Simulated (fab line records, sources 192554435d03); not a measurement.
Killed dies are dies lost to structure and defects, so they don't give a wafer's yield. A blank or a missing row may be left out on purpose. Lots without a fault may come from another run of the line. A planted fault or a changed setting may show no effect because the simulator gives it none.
Chamber matching | flow n5_finfet | N5_FIN_CUT_STRIP_22 on rie_diel-06: 4 sister chambers
The step strips in N2/H2. 8 wafers are shown with their chamber, then 10 later ones without.

WAFERS WITH THEIR CHAMBER
wafer  | chamber | showerhead_plenum_p_Torr (Torr) | drypump_motor_current_A (A)
L076.3 | 1       | 3.28                            | 5.3
L079.5 | 1       | 3.28                            | 5.2
L081.4 | 2       | 3.32                            | 6.6
L082.1 | 0       | 3.35                            | 6.2
L082.5 | 3       | 3.26                            | 5.9
L082.6 | 2       | 3.32                            | 6.6
L086.1 | 3       | 3.26                            | 5.8
L086.4 | 0       | 3.34                            | 6.2

WAFERS WITHOUT THEIR CHAMBER
wafer  | showerhead_plenum_p_Torr (Torr) | drypump_motor_current_A (A)
L086.5 | 3.34                            | 6.2
L089.3 | 3.26                            | 5.8
L089.4 | 3.31                            | 6.6
L089.6 | 3.27                            | 5.3
L090.1 | 3.34                            | 6.2
L090.5 | 3.27                            | 5.3
L090.6 | 3.31                            | 6.6
L092.2 | 3.27                            | 5.2
L092.4 | 3.26                            | 5.2
L092.5 | 3.26                            | 5.8

WHICH CHAMBER EACH WENT THROUGH
wafer  | from the rows above | in truth
L086.5 | 0                   | 0
L089.3 | 3                   | 3
L089.4 | 2                   | 2
L089.6 | 1                   | 1
L090.1 | 0                   | 0
L090.5 | 1                   | 1
L090.6 | 2                   | 2
L092.2 | 1                   | 1
L092.4 | 1                   | 1
L092.5 | 3                   | 3
Placed correctly: 10 of 10. Can't be placed from these rows: 0. Placed wrongly: 0.
How it was worked out, from the rows above alone: a wafer's distance from a chamber is the root of the sum, over the readings, of the square of ((its reading less the chamber's mean) divided by the reading's scatter). The wafer belongs to the nearest chamber; if the next one is less than 2 further off, it can't be placed. A chamber's mean is the mean of its shown wafers. The scatter: the root of (the sum of the squares of (reading less its chamber's mean) over the shown wafers, divided by (wafers less chambers)).
